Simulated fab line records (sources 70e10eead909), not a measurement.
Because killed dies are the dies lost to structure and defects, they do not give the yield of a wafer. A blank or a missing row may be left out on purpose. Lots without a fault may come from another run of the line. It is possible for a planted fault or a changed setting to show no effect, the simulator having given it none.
fab line records	flow nandHarc
record: lots: 24	wafers: 72	lastDay: 33
route steps=1302 shown A_CHANNEL_HOLE_D2@585 A_CHANNEL_FILL_D2@621
lots untouched by any fault: they come from a run of this same line in which no faults occurred
startH: the number of hours between the record's first day and the start of the first shown wafer of the lot	waitH: hours from the lot's prior step to this one	" as in the row above	L1.1+2: a single row standing in for several wafers	- no value present, or no start provided	* or withheld: withheld	< > ~ a bound
route shown NAME@n: names a module that has steps shown in the file, with the first one's number in the route	usual: mean/standard deviation of fault-free wafers	same: alike in all rows	chamber/n: place in a boat	sites: each site's reading	_std_site: the values' standard deviation	_edge_site: mean of outer sites minus mean of inner sites	radiusMm: how far each site lies from the wafer's centre	mask NAME#n: copy n	behind: tool/chamber where the wafer was last shaped	hold: cause of the lot's hold/its duration in hours/its outcome	device: whichever transistor did not switch (one of n, p or np)	end of line: at the end of the route, the tests of the same wafers	for a step that has no rows: nothing shown but its recipe	killed: the dies lost at the first sort to structure and to defects; this is not the yield of the wafer	map: the dies of a wafer, with x for killed, . for not killed, _ for no die there
set.NAME: the run value of the setting; set.NAME@STEP: its run value at that earlier step	model.NAME: the simulator's own value behind a step, which no gauge read
one table for each step of the route and one row for each wafer, over a sample of lots
services: from which hour (startH, from the record's first day; less than 0 if before it) a tool's chamber was out of use, for how many hours, and why
== steps ==
step: NHARC_A_CHANNEL_HOLE_D2_DESCUM_15
recipe: timeS: 3	o2FlowSccm: 200	arFlowSccm: 0	biasPowerW: 0	chemistry: O2
usual: drypumpMotorCurrentA: 5.6/0.37	oesProductAu: 1.000/0.01	rfVppV: 57.8/0.89	showerheadPlenumPTorr: 1.91/0.082	throttleValvePct: 11.310/0.0086
lot.wafer	tool	chamber	startH	waitH	drypumpMotorCurrentA	oesProductAu	rfHoursCounterH	rfVppV	showerheadPlenumPTorr	throttleValvePct
L074.4	rieDiel-05	0	281.84	0.1	5.2	1.012	2.4	58.2	2.04	11.311
L074.3	"	2	"	"	5.6	0.996	1.8	58.1	1.85	11.305
L074.5	"	1	"	"	5.4	0.982	-	56.7	1.99	11.313
L076.2	rieDiel-12	2	299.40	0.1	5.1	1.005	0.5	57.6	1.82	11.307
L076.6	"	2	"	"	5.1	1.007	-	58.0	1.82	11.301
L076.5	"	3	"	"	5.9	1.017	-	58.0	1.83	11.309
L075.2	rieDiel-12	0	301.27	0.1	5.5	1.006	1.2	59.8	2.02	11.314
L075.1	"	2	"	"	5.1	1.015	0.9	57.2	1.82	11.309
L075.5	"	0	"	"	5.5	1.008	-	58.0	2.02	11.320
L077.4	rieDiel-05	1	320.26	0.1	5.4	0.986	5.3	57.5	1.99	11.320
L077.1	"	3	"	"	6.2	0.988	4.5	57.8	1.98	11.309
L077.5	"	1	"	"	5.4	0.994	-	60.1	1.99	11.314
L078.3	rieDiel-12	3	330.33	0.1	5.9	1.014	2.9	56.4	1.83	11.316
L078.6	"	0	"	"	5.5	1.016	-	57.8	2.02	11.317
L078.5	"	1	"	"	6.3	0.995	-	56.1	1.89	11.302
L079.4	rieDiel-12	0	346.41	0.1	5.5	1.004	3.8	58.9	2.02	11.308
L079.6	"	3	"	"	5.9	0.999	-	56.9	1.83	11.312
L079.5	"	0	"	"	5.5	1.006	-	58.8	2.02	11.292
L080.3	rieDiel-02	1	347.31	0.1	5.7	1.012	5.0	57.7	1.98	11.298
L080.4	"	1	"	"	5.7	1.009	-	58.5	1.98	11.307
L080.6	"	3	"	"	5.2	0.996	-	58.0	1.97	11.302
L081.4	rieDiel-12	2	370.72	0.1	5.1	1.007	4.4	57.6	1.82	11.311
L081.1	"	0	"	"	5.5	1.013	5.0	57.8	2.01	11.304
L081.5	"	2	"	"	5.1	0.995	-	58.5	1.82	11.320
L082.3	rieDiel-12	3	372.16	0.1	5.9	1.013	5.4	57.9	1.83	11.317
L082.1	"	0	"	"	5.5	1.007	5.6	57.8	2.02	11.320
L082.2	"	2	"	"	5.1	1.008	4.9	57.4	1.82	11.320
L083.3	rieDiel-12	0	387.74	0.1	5.5	0.996	6.6	56.7	2.01	11.322
L083.1	"	1	"	"	6.3	0.988	6.0	57.4	1.89	11.294
L083.6	"	2	"	"	5.1	1.010	-	58.7	1.82	11.302
L086.4	rieDiel-12	0	403.12	0.1	5.5	0.996	7.5	58.3	2.01	11.314
L086.1	"	1	"	"	6.2	0.988	6.8	57.0	1.89	11.308
L086.6	"	2	"	"	5.1	1.005	-	56.4	1.82	11.311
L085.2	rieDiel-02	3	403.27	0.1	5.2	0.997	0	56.5	1.97	11.285
L085.3	"	1	"	"	5.7	1.013	0	58.8	1.97	11.303
L085.6	"	2	"	"	5.3	1.007	-	58.0	1.82	11.310
L084.1	rieDiel-05	3	403.44	0.1	6.2	0.993	7.8	57.6	1.98	11.315
L084.2	"	0	"	"	5.2	0.996	8.5	57.2	2.04	11.286
L084.5	"	3	"	"	6.2	0.992	-	58.6	1.98	11.316
L087.4	rieDiel-02	0	415.20	0.1	5.5	0.993	0.7	58.5	1.81	11.307
L087.3	"	3	"	"	5.2	0.991	0.6	57.8	1.97	11.310
L087.6	"	1	"	"	5.7	1.013	-	57.6	1.97	11.299
L088.4	rieDiel-12	1	438.70	0.1	6.2	0.988	8.5	55.8	1.89	11.317
L088.6	"	3	"	"	5.9	1.017	-	56.9	1.82	11.306
L088.5	"	0	"	"	5.5	1.016	-	59.4	2.01	11.320
L089.1	rieDiel-05	2	445.67	0.1	5.6	0.994	2.3	58.4	1.84	11.306
L089.2	"	1	"	"	5.4	0.988	2.8	58.6	1.99	11.313
L089.4	"	2	"	"	5.6	1.002	-	57.2	1.84	11.315
L090.3	rieDiel-05	2	451.68	0.1	5.6	1.000	3.3	57.1	1.84	11.311
L090.4	"	1	"	"	5.4	0.984	-	58.5	1.99	11.311
L090.5	"	3	"	"	6.2	0.996	-	56.6	1.98	11.319
L091.4	rieDiel-02	2	478.29	0.1	5.3	1.008	1.8	58.0	1.82	11.332
L091.1	"	3	"	"	5.2	0.993	4.3	57.9	1.97	11.313
L091.5	"	1	"	"	5.7	1.005	-	56.6	1.97	11.304
L092.2	rieDiel-05	3	482.02	0.1	6.2	0.991	4.3	58.1	1.97	11.299
L092.1	"	0	"	"	5.2	0.992	5.8	57.8	2.03	11.314
L092.3	"	1	"	"	5.4	0.989	6.3	57.6	1.99	11.305
L094.3	rieDiel-12	1	492.99	0.1	6.3	0.971	2.1	59.5	1.89	11.303
L094.6	"	0	"	"	5.5	1.003	-	58.2	2.01	11.330
L094.5	"	1	"	"	6.3	0.980	-	58.2	1.89	11.313
L093.4	rieDiel-05	2	493.48	0.1	5.6	1.001	5.9	59.2	1.84	11.306
L093.1	"	0	"	"	5.2	0.990	6.7	59.6	2.03	11.311
L093.5	"	3	"	"	6.2	0.992	-	56.4	1.97	11.311
L095.4	rieDiel-12	1	511.31	0.1	6.3	0.980	3.8	58.9	1.89	11.308
L095.2	"	2	"	"	5.1	1.004	3.7	56.5	1.82	11.324
L095.6	"	1	"	"	6.2	0.974	-	57.4	1.89	11.308
L097.1	rieDiel-12	1	521.33	0.1	6.2	0.996	4.9	57.7	1.89	11.314
L097.2	"	2	"	"	5.1	1.005	4.8	56.8	1.82	11.314
L097.6	"	3	"	"	5.8	1.000	-	56.6	1.82	11.310
L096.2	rieDiel-05	2	521.50	0.1	5.6	0.990	7.8	56.7	1.84	11.318
L096.1	"	3	"	"	6.2	0.995	6.7	59.1	1.97	11.319
L096.5	"	2	"	"	5.6	0.992	-	58.5	1.84	11.314
step: NHARC_A_CHANNEL_HOLE_D2_ETCH_26
recipe: biasV: 300	sourceW: 2000	pressureMtorr: 30	timeS: 224.1	arFlowSccm: 375	c4f8FlowSccm: 11.4	o2FlowSccm: 113.6	tempC: -20	targetDepthA: 3000	chemistry: C4F8/O2/Ar
usual: drypumpMotorCurrentA: 5.57/0.11	showerheadPlenumPTorr: 3.70/0.12	throttleValvePct: 24.583/0.0096
lot.wafer	tool	chamber	startH	waitH	drypumpMotorCurrentA	rfHoursCounterH	showerheadPlenumPTorr	throttleValvePct
L074.3	harEtch-02	0	286.90	0.5	5.59	-	3.71	24.587
L074.4	"	1	"	"	5.47	-	3.67	24.588
L074.5	"	1	"	"	5.48	-	3.67	24.590
L076.2	harEtch-01	1	304.35	0.7	5.48	160	3.74	24.580
L076.5	"	1	"	"	5.47	-	3.74	24.585
L076.6	"	0	"	"	5.73	-	3.63	24.589
L075.1	harEtch-02	0	308.91	0.7	5.63	363	3.70	24.587
L075.2	"	1	"	"	5.45	371	3.66	24.577
L075.5	"	0	"	"	5.63	-	3.70	24.575
L077.1	harEtch-02	1	325.20	0.7	5.51	375	3.66	24.565
L077.4	"	1	"	"	5.50	-	3.66	24.581
L077.5	"	0	"	"	5.62	-	3.70	24.600
L078.3	harEtch-02	0	335.38	0.4	5.64	-	3.70	24.561
L078.6	"	1	"	"	5.46	-	3.65	24.574
L078.5	"	0	"	"	5.62	-	3.70	24.588
L079.4	harEtch-02	0	354.84	0.4	5.60	-	3.69	24.576
L079.5	"	1	"	"	5.46	-	3.65	24.587
L079.6	"	0	"	"	5.58	-	3.69	24.577
L080.4	harEtch-01	1	355.56	0.5	5.47	-	3.72	24.585
L080.3	"	0	"	"	5.72	-	3.61	24.590
L080.6	"	1	"	"	5.50	-	3.72	24.588
L081.1	harEtch-01	0	376.53	0.7	5.71	198	3.60	24.582
L081.4	"	0	"	"	5.75	-	3.60	24.588
L081.5	"	0	"	"	5.76	-	3.60	24.599
L082.2	harEtch-02	0	379.20	0.7	5.62	397	3.68	24.603
L082.1	"	1	"	"	5.49	405	3.64	24.591
L082.3	"	1	"	"	5.51	-	3.64	24.588
L083.1	harEtch-01	1	397.49	0.7	5.46	217	3.71	24.593
L083.3	"	0	"	"	5.76	-	3.59	24.587
L083.6	"	1	"	"	5.47	-	3.71	24.588
L086.1	harEtch-02	0	408.06	0.6	5.63	8	3.68	24.571
L086.4	"	1	"	"	5.50	-	3.99	24.592
L086.6	"	1	"	"	5.50	-	3.99	24.572
L085.2	harEtch-01	1	408.29	0.6	5.47	225	3.70	24.591
L085.3	"	1	"	"	5.47	-	3.70	24.594
L085.6	"	0	"	"	5.72	-	3.59	24.581
L084.1	harEtch-02	1	412.18	0.7	5.52	11	3.98	24.586
L084.2	"	0	"	"	5.60	11	3.68	24.601
L084.5	"	0	"	"	5.61	-	3.68	24.586
L087.3	harEtch-01	0	420.43	0.5	5.71	-	3.59	24.585
L087.4	"	1	"	"	5.47	-	3.70	24.578
L087.6	"	0	"	"	5.80	-	3.59	24.579
L088.4	harEtch-01	0	443.74	0.4	5.75	-	3.58	24.576
L088.5	"	1	"	"	5.48	-	3.69	24.579
L088.6	"	0	"	"	5.79	-	3.58	24.576
L089.2	harEtch-01	0	452.76	0.7	5.75	252	3.58	24.580
L089.1	"	1	"	"	5.45	252	3.69	24.566
L089.4	"	0	"	"	5.74	-	3.57	24.585
L090.4	harEtch-02	1	456.92	0.5	5.52	-	3.97	24.599
L090.3	"	0	"	"	5.61	-	3.66	24.586
L090.5	"	0	"	"	5.60	-	3.66	24.588
L091.1	harEtch-02	1	483.23	0.7	5.51	49	3.96	24.568
L091.4	"	1	"	"	5.48	-	3.96	24.603
L091.5	"	1	"	"	5.47	-	3.96	24.591
L092.2	harEtch-01	0	488.10	0.7	5.72	271	3.56	24.591
L092.1	"	1	"	"	5.47	271	3.68	24.588
L092.3	"	0	"	"	5.71	-	3.56	24.580
L094.3	harEtch-01	1	498.02	0.4	5.48	-	3.67	24.577
L094.5	"	0	"	"	5.77	-	3.56	24.565
L094.6	"	1	"	"	5.47	-	3.67	24.590
L093.1	harEtch-02	0	500.43	0.6	5.61	61	3.65	24.591
L093.4	"	0	"	"	5.63	-	3.65	24.573
L093.5	"	0	"	"	5.61	-	3.65	24.600
L095.2	harEtch-02	1	518.58	0.7	5.50	68	3.95	24.570
L095.4	"	0	"	"	5.61	-	3.65	24.585
L095.6	"	1	"	"	5.50	-	3.95	24.583
L097.2	harEtch-01	1	526.25	0.7	5.46	290	3.66	24.587
L097.1	"	0	"	"	5.73	290	3.55	24.588
L097.6	"	1	"	"	5.47	-	3.66	24.566
L096.1	harEtch-02	1	526.89	0.7	5.48	76	3.95	24.581
L096.2	"	0	"	"	5.61	76	3.64	24.566
L096.5	"	0	"	"	5.61	-	3.64	24.579
step: NHARC_A_CHANNEL_FILL_D2_STRIP_28
recipe: timeS: 20	o2FlowSccm: 500	arFlowSccm: 0	biasW: 0	chemistry: O2
usual: drypumpMotorCurrentA: 5.8/0.65	oesProductAu: 1.006/0.011	rfVppV: 57.8/0.92	showerheadPlenumPTorr: 3.52/0.11	throttleValvePct: 17.035/0.0091
lot.wafer	tool	chamber	startH	waitH	drypumpMotorCurrentA	oesProductAu	rfHoursCounterH	rfVppV	showerheadPlenumPTorr	throttleValvePct
L074.3	rieDiel-13	0	314.95	0.1	5.2	1.028	5	58.6	3.58	17.045
L074.5	"	0	"	"	5.2	1.020	-	56.6	3.58	17.042
L074.4	"	1	"	"	6.7	1.002	-	57.7	3.58	17.051
L076.2	rieDiel-13	1	332.64	0.1	6.7	1.012	5	57.3	3.58	17.037
L076.6	"	2	"	"	5.0	1.002	-	56.9	3.31	17.041
L076.5	"	3	"	"	6.3	1.022	-	59.2	3.63	17.040
L075.2	rieDiel-13	1	336.11	0.1	6.7	1.009	5	58.0	3.58	17.039
L075.1	"	2	"	"	5.0	1.002	5	57.3	3.31	17.045
L075.5	"	0	"	"	5.2	1.022	-	58.1	3.58	17.032
L077.1	rieDiel-13	1	352.91	0.1	6.7	1.003	0	57.6	3.58	17.050
L077.4	"	0	"	"	5.2	1.013	0	58.4	3.58	17.037
L077.5	"	1	"	"	6.7	1.018	-	56.6	3.58	17.023
L078.3	rieDiel-13	1	364.80	0.1	6.7	1.018	0	59.9	3.58	17.030
L078.6	"	1	"	"	6.7	1.020	-	58.3	3.58	17.033
L078.5	"	2	"	"	5.0	1.002	-	56.2	3.31	17.030
L080.4	rieDiel-13	3	383.91	0.1	6.3	1.016	1	56.6	3.63	17.027
L080.3	"	1	"	"	6.7	1.010	1	58.2	3.58	17.033
L080.6	"	3	"	"	6.3	1.005	-	57.4	3.63	17.040
L079.4	rieDiel-08	3	383.92	0.1	5.4	1.004	2	57.6	3.37	17.047
L079.5	"	0	"	"	6.8	0.994	-	59.6	3.63	17.032
L079.6	"	1	"	"	5.8	0.987	-	58.7	3.59	17.048
L081.4	rieDiel-06	2	406.37	0.1	5.8	1.010	2	57.7	3.41	17.031
L081.1	"	0	"	"	6.0	1.005	2	58.3	3.57	17.035
L081.5	"	1	"	"	5.2	0.980	-	56.4	3.49	17.040
L082.2	rieDiel-08	1	406.37	0.1	5.8	0.982	5	58.4	3.59	17.039
L082.3	"	3	"	"	5.4	1.017	8	56.2	3.37	17.041
L082.1	"	0	"	"	6.8	0.992	8	58.6	3.63	17.037
L083.1	rieDiel-13	0	425.17	0.1	5.2	0.998	2	58.9	3.58	17.027
L083.3	"	2	"	"	5.0	1.006	2	57.0	3.31	17.034
L083.6	"	1	"	"	6.7	1.017	-	57.7	3.58	17.039
L086.1	rieDiel-08	0	434.51	0.1	6.8	1.018	13	59.5	3.63	17.039
L086.4	"	3	"	"	5.4	1.011	12	58.5	3.37	17.038
L086.6	"	1	"	"	5.8	0.996	-	57.8	3.58	17.049
L085.2	rieDiel-13	3	434.51	0.1	6.3	1.018	2	58.4	3.62	17.066
L085.3	"	1	"	"	6.7	1.003	2	57.4	3.58	17.038
L085.6	"	3	"	"	6.3	1.022	-	57.3	3.62	17.029
L084.2	rieDiel-13	0	438.51	0.1	5.2	1.005	2	57.1	3.58	17.029
L084.1	"	2	"	"	5.0	1.015	2	56.9	3.31	17.019
L084.5	"	1	"	"	6.7	1.006	-	56.7	3.58	17.037
L087.4	rieDiel-06	2	446.40	0.1	5.8	1.014	3	56.6	3.41	17.036
L087.3	"	1	"	"	5.2	0.994	4	58.2	3.48	17.033
L087.6	"	2	"	"	5.8	1.025	-	57.7	3.41	17.042
L088.4	rieDiel-13	0	470.12	0.1	5.2	1.009	2	57.6	3.58	17.043
L088.5	"	0	"	"	5.2	1.013	-	58.2	3.58	17.030
L088.6	"	1	"	"	6.7	1.013	-	57.5	3.58	17.028
L089.4	rieDiel-08	1	481.52	0.1	5.8	0.998	19	57.2	3.58	17.035
L089.2	"	2	"	"	5.4	0.987	20	58.5	3.41	17.034
L089.1	"	3	"	"	5.4	1.026	22	57.7	3.36	17.027
L090.3	rieDiel-13	1	481.53	0.1	6.7	1.015	3	56.5	3.58	17.029
L090.5	"	1	"	"	6.7	1.023	-	58.0	3.58	17.029
L090.4	"	3	"	"	6.3	1.019	-	58.7	3.62	17.039
L091.1	rieDiel-06	2	512.49	0.1	5.8	0.992	1	58.3	3.41	17.035
L091.4	"	1	"	"	5.2	0.983	1	59.2	3.48	17.043
L091.5	"	2	"	"	5.8	0.995	-	57.0	3.41	17.029
L092.1	rieDiel-13	1	512.49	0.1	6.7	1.017	3	57.3	3.58	17.032
L092.3	"	2	"	"	5.0	0.997	3	57.0	3.31	17.038
L092.2	"	3	"	"	6.3	1.009	3	58.8	3.62	17.039
L094.3	rieDiel-06	2	524.27	0.1	5.8	1.011	1	57.5	3.41	17.029
L094.6	"	3	"	"	5.1	1.022	-	56.7	3.46	17.041
L094.5	"	0	"	"	6.0	0.995	-	58.6	3.57	17.040
L093.1	rieDiel-06	3	524.30	0.1	5.1	1.009	0	57.8	3.46	17.037
L093.4	"	1	"	"	5.2	0.991	1	58.0	3.48	17.041
L093.5	"	0	"	"	6.0	1.002	-	58.1	3.57	17.036
L095.2	rieDiel-13	3	545.33	0.1	6.3	1.018	0	58.5	3.62	17.028
L095.4	"	0	"	"	5.2	1.022	0	57.3	3.58	17.025
L095.6	"	0	"	"	5.2	1.017	-	58.3	3.58	17.040
L096.2	rieDiel-06	0	552.04	0.1	6.0	0.982	2	58.4	3.57	17.033
L096.1	"	1	"	"	5.2	0.985	2	56.9	3.48	17.028
L096.5	"	0	"	"	6.0	0.984	-	58.1	3.57	17.018
L097.2	rieDiel-13	1	552.51	0.5	6.7	0.996	1	56.3	3.58	17.033
L097.1	"	2	"	"	5.0	1.000	1	56.6	3.31	17.049
L097.6	"	2	"	"	5.0	1.002	-	58.0	3.31	17.037
step: NHARC_A_CHANNEL_FILL_D2_ALD_25
recipe: targetThkA: 600	pulseTimeS: 10	aldCycles: 600	tempC: 300	material: SiOx
usual: heaterPowerW: 474/46	precursorPulseHeightRel: 1.001/0.021
same: pulseTimeS: 10
lot.wafer	tool	chamber	startH	waitH	heaterPowerW	precursorPulseHeightRel
L074.4	aldHk-03	0	327.91	0.0	473	1.002
L074.3	"	1	"	"	443	0.982
L074.5	"	0	330.39	2.5	464	0.984
L076.2	aldHk-01	0	345.79	1.3	473	0.990
L076.5	"	2	347.03	2.5	481	1.009
L076.6	"	3	"	"	531	0.984
L075.1	aldHk-01	1	352.68	0.7	546	1.005
L075.2	"	3	353.92	1.9	518	1.030
L075.5	"	0	"	"	468	0.988
L077.1	aldHk-04	1	364.27	0.1	419	1.038
L077.4	"	0	368.01	3.8	534	0.979
L077.5	"	2	370.51	6.3	411	0.995
L078.3	aldHk-03	1	377.90	1.3	437	1.002
L078.6	"	3	379.15	2.5	483	1.006
L078.5	"	0	"	"	469	0.974
L080.4	aldHk-04	0	396.94	0.1	544	1.035
L080.3	"	3	398.80	1.9	430	1.043
L080.6	"	0	"	"	542	0.989
L079.4	aldHk-01	1	398.81	1.9	543	0.998
L079.6	"	2	"	"	473	1.027
L079.5	"	3	"	"	531	0.984
L081.4	aldHk-04	3	423.25	0.1	446	1.013
L081.1	"	1	424.51	1.3	422	1.038
L081.5	"	3	425.76	2.6	430	0.979
L082.3	aldHk-01	1	424.47	1.3	552	1.011
L082.1	"	3	425.70	2.5	524	0.988
L082.2	"	0	"	"	456	1.032
L083.3	aldHk-01	2	437.73	0.1	477	1.039
L083.1	"	1	439.62	1.9	544	0.981
L083.6	"	2	"	"	486	0.984
L085.2	aldHk-04	2	446.96	0.7	413	0.960
L085.3	"	3	"	"	432	1.000
L085.6	"	1	448.80	2.5	431	1.006
L086.4	aldHk-03	3	447.56	1.3	502	1.019
L086.1	"	0	"	"	473	1.009
L086.6	"	1	"	"	446	1.002
L084.1	aldHk-04	1	451.68	0.7	439	0.980
L084.2	"	3	452.90	1.9	423	0.990
L084.5	"	0	"	"	548	0.993
L087.3	aldHk-03	2	458.60	0.9	414	0.991
L087.4	"	0	459.82	2.1	474	1.004
L087.6	"	1	"	"	463	1.005
L088.4	aldHk-04	2	481.87	0.1	419	1.010
L088.6	"	2	484.34	2.5	422	0.989
L088.5	"	3	"	"	418	0.986
L089.4	aldHk-01	1	493.24	0.1	546	1.021
L089.2	"	2	"	"	469	1.003
L089.1	"	0	495.10	1.9	454	0.977
L090.3	aldHk-03	3	493.84	0.7	503	1.002
L090.4	"	0	"	"	478	0.999
L090.5	"	3	496.26	3.1	496	1.001
L091.4	aldHk-01	2	524.20	0.1	481	1.011
L091.1	"	3	"	"	532	0.990
L091.5	"	2	526.66	2.5	479	0.997
L092.1	aldHk-04	3	524.82	0.7	441	0.997
L092.3	"	0	"	"	548	0.988
L092.2	"	1	"	"	441	0.995
L093.4	aldHk-01	1	536.65	0.7	543	1.005
L093.1	"	2	"	"	480	1.024
L093.5	"	1	539.12	3.1	545	1.012
L094.3	aldHk-03	3	537.89	1.9	502	0.998
L094.6	"	0	"	"	480	1.027
L094.5	"	1	"	"	462	1.013
L095.2	aldHk-04	0	557.53	0.9	541	1.044
L095.4	"	1	"	"	435	1.033
L095.6	"	0	560.03	3.4	544	0.997
L096.2	aldHk-01	0	565.05	1.3	471	0.965
L096.1	"	1	"	"	548	0.989
L096.5	"	3	566.89	3.1	516	0.999
L097.2	aldHk-04	0	565.06	1.3	536	0.988
L097.1	"	1	"	"	441	1.016
L097.6	"	3	566.90	3.1	426	1.002
step: NHARC_A_CHANNEL_FILL_D2_ETCHBACK_08
recipe: targetDepthA: 2200	timeS: 110	c4f8FlowSccm: 20	arFlowSccm: withheld	rfW: 600	biasW: 300	chemistry: C4F8
usual: oesProductAu: 0.97/0.036	rfVppV: 440.3/2.1
lot.wafer	tool	chamber	startH	waitH	oesProductAu	rfHoursCounterH	rfVppV
L074.3	rieDiel-06	3	-	-	1.01	1	438.5
L074.5	"	1	"	"	0.99	-	440.5
L074.4	"	2	"	"	1.02	-	439.1
L076.2	rieDiel-06	0	-	-	0.97	1	443.1
L076.5	"	0	"	"	0.97	-	441.7
L076.6	"	1	"	"	0.97	-	439.6
L075.1	rieDiel-13	1	-	-	1.02	0	441.6
L075.2	"	2	"	"	1.01	0	437.8
L075.5	"	1	"	"	1.02	-	441.3
L077.1	rieDiel-13	1	-	-	0.94	0	442.7
L077.4	"	2	"	"	0.93	0	436.0
L077.5	"	2	"	"	0.93	-	436.8
L078.3	rieDiel-06	1	-	-	0.99	2	440.1
L078.6	"	3	"	"	0.99	-	437.7
L078.5	"	0	"	"	1.01	-	441.9
L080.4	rieDiel-13	2	-	-	0.93	1	437.2
L080.3	"	3	"	"	0.94	1	443.0
L080.6	"	1	"	"	0.93	-	441.5
L079.4	rieDiel-06	2	-	-	1.01	2	438.5
L079.6	"	0	"	"	1.00	-	442.4
L079.5	"	1	"	"	0.99	-	439.6
L081.1	rieDiel-06	1	-	-	0.92	3	441.7
L081.5	"	3	"	"	0.93	-	439.0
L081.4	"	0	"	"	0.94	-	442.4
L082.3	rieDiel-08	3	-	-	0.93	12	439.5
L082.1	"	1	"	"	0.92	11	442.6
L082.2	"	2	"	"	0.92	10	439.1
L083.1	rieDiel-06	0	-	-	0.98	4	442.3
L083.3	"	1	"	"	0.98	4	439.8
L083.6	"	3	"	"	0.99	-	440.9
L086.4	rieDiel-08	0	-	-	0.93	15	442.8
L086.1	"	1	"	"	0.91	14	443.2
L086.6	"	0	"	"	0.93	-	444.1
L085.2	rieDiel-06	3	-	-	1.01	4	440.8
L085.3	"	0	"	"	1.02	4	441.6
L085.6	"	2	"	"	1.01	-	437.3
L084.2	rieDiel-06	2	-	-	1.02	4	438.4
L084.1	"	3	"	"	1.00	4	439.4
L084.5	"	3	"	"	1.01	-	441.2
L087.4	rieDiel-13	1	-	-	1.01	2	441.4
L087.3	"	3	"	"	1.00	2	443.9
L087.6	"	2	"	"	0.99	-	437.8
L088.4	rieDiel-13	3	-	-	0.93	3	442.8
L088.6	"	2	"	"	0.93	-	436.9
L088.5	"	3	"	"	0.93	-	442.5
L090.3	rieDiel-06	1	-	-	0.99	0	439.3
L090.5	"	2	"	"	0.99	-	439.0
L090.4	"	1	"	"	0.99	-	438.0
L089.2	rieDiel-13	1	-	-	0.92	3	442.2
L089.1	"	2	"	"	0.92	3	437.1
L089.4	"	3	"	"	0.93	3	443.1
L091.1	rieDiel-08	1	-	-	0.98	26	442.7
L091.4	"	3	"	"	1.01	30	437.8
L091.5	"	1	"	"	0.99	-	442.3
L092.1	rieDiel-06	2	-	-	0.99	1	439.6
L092.3	"	3	"	"	1.01	0	441.7
L092.2	"	1	"	"	0.99	1	439.7
L093.1	rieDiel-13	1	-	-	0.99	1	442.3
L093.4	"	3	"	"	1.00	0	442.3
L093.5	"	1	"	"	0.99	-	443.4
L094.3	rieDiel-08	3	-	-	1.00	31	436.9
L094.6	"	2	"	"	0.99	-	438.4
L094.5	"	3	"	"	1.01	-	436.8
L095.4	rieDiel-13	1	-	-	0.93	1	443.4
L095.2	"	3	"	"	0.93	1	442.8
L095.6	"	1	"	"	0.93	-	443.1
L096.2	rieDiel-06	0	-	-	0.93	3	441.1
L096.1	"	2	"	"	0.92	3	439.1
L096.5	"	3	"	"	0.94	-	440.3
L097.2	rieDiel-13	1	-	-	0.92	1	441.5
L097.1	"	2	"	"	0.94	1	436.2
L097.6	"	0	"	"	0.93	-	442.9
step: NHARC_A_CHANNEL_FILL_D2_INSPECT_13
usual: rawDefectCount: 336/99
lot.wafer	tool	chamber	startH	waitH	rawDefectCount
L074.3	defectInspect-02	-	339.82	0.1	317
L074.4	"	-	"	"	347
L074.5	"	-	"	"	282
L076.2	defectInspect-02	-	356.76	0.1	218
L076.5	"	-	"	"	271
L076.6	"	-	"	"	210
L075.1	defectInspect-02	-	364.29	0.3	468
L075.2	"	-	"	"	429
L075.5	"	-	"	"	437
L077.1	defectInspect-02	-	380.19	0.2	496
L077.4	"	-	"	"	519
L077.5	"	-	"	"	496
L078.3	defectInspect-02	-	388.61	0.1	243
L078.5	"	-	"	"	432
L078.6	"	-	"	"	305
L079.4	defectInspect-02	-	409.54	0.1	248
L079.5	"	-	"	"	309
L079.6	"	-	"	"	553
L080.3	defectInspect-01	-	409.54	0.1	382
L080.4	"	-	"	"	236
L080.6	"	-	"	"	346
L082.1	defectInspect-01	-	435.27	0.2	447
L082.2	"	-	"	"	512
L082.3	"	-	"	"	525
L081.1	defectInspect-01	-	435.38	0.2	446
L081.4	"	-	"	"	340
L081.5	"	-	"	"	451
L083.1	defectInspect-02	-	449.72	0.2	406
L083.3	"	-	"	"	510
L083.6	"	-	"	"	316
L086.1	defectInspect-02	-	458.26	0.2	210
L086.4	"	-	"	"	251
L086.6	"	-	"	"	298
L085.2	defectInspect-02	-	458.33	0.1	421
L085.3	"	-	"	"	313
L085.6	"	-	"	"	340
L084.1	defectInspect-02	-	463.06	0.2	288
L084.2	"	-	"	"	243
L084.5	"	-	"	"	291
L087.3	defectInspect-02	-	469.88	0.1	307
L087.4	"	-	"	"	252
L087.6	"	-	"	"	226
L088.4	defectInspect-02	-	493.80	0.1	382
L088.5	"	-	"	"	343
L088.6	"	-	"	"	396
L089.1	defectInspect-02	-	505.14	0.2	209
L089.2	"	-	"	"	265
L089.4	"	-	"	"	193
L090.3	defectInspect-02	-	505.22	0.1	380
L090.4	"	-	"	"	477
L090.5	"	-	"	"	374
L092.1	defectInspect-01	-	536.06	0.2	288
L092.2	"	-	"	"	222
L092.3	"	-	"	"	231
L091.1	defectInspect-02	-	536.07	0.2	225
L091.4	"	-	"	"	236
L091.5	"	-	"	"	291
L094.3	defectInspect-01	-	548.09	0.1	395
L094.5	"	-	"	"	245
L094.6	"	-	"	"	257
L093.1	defectInspect-01	-	548.11	0.2	378
L093.4	"	-	"	"	433
L093.5	"	-	"	"	300
L095.2	defectInspect-01	-	568.94	0.1	235
L095.4	"	-	"	"	410
L095.6	"	-	"	"	284
L096.1	defectInspect-02	-	575.78	0.2	483
L096.2	"	-	"	"	285
L096.5	"	-	"	"	233
L097.1	defectInspect-01	-	575.79	0.2	282
L097.2	"	-	"	"	284
L097.6	"	-	"	"	403
== services ==
tool	chamber	startH	hours	kind
rieDiel-06	2	261.20	4.6	repair
rieDiel-12	-	268.40	9.0	pm
rieDiel-12	1	287.32	1.9	repair
rieDiel-13	2	302.28	3.7	repair
rieDiel-06	-	307.20	9.0	pm
rieDiel-13	2	314.62	6.3	repair
rieDiel-13	0	326.27	3.7	repair
rieDiel-06	0	331.49	2.1	repair
rieDiel-13	-	342.00	9.0	pm
rieDiel-06	3	369.00	1.9	repair
harEtch-02	-	379.59	17.0	pm
rieDiel-12	3	393.75	4.5	repair
rieDiel-06	2	421.82	16.2	repair
rieDiel-12	-	445.40	9.0	pm
rieDiel-12	0	457.73	8.2	repair
rieDiel-06	0	459.21	5.6	repair
rieDiel-06	1	466.05	3.8	repair
rieDiel-13	0	479.32	7.5	repair
rieDiel-06	-	484.20	9.0	pm
rieDiel-13	0	494.18	1.9	repair
rieDiel-06	3	495.40	14.0	repair
rieDiel-13	-	519.00	9.0	pm
rieDiel-13	0	534.75	1.9	repair
rieDiel-13	3	565.18	9.4	repair
== key ==
fault none
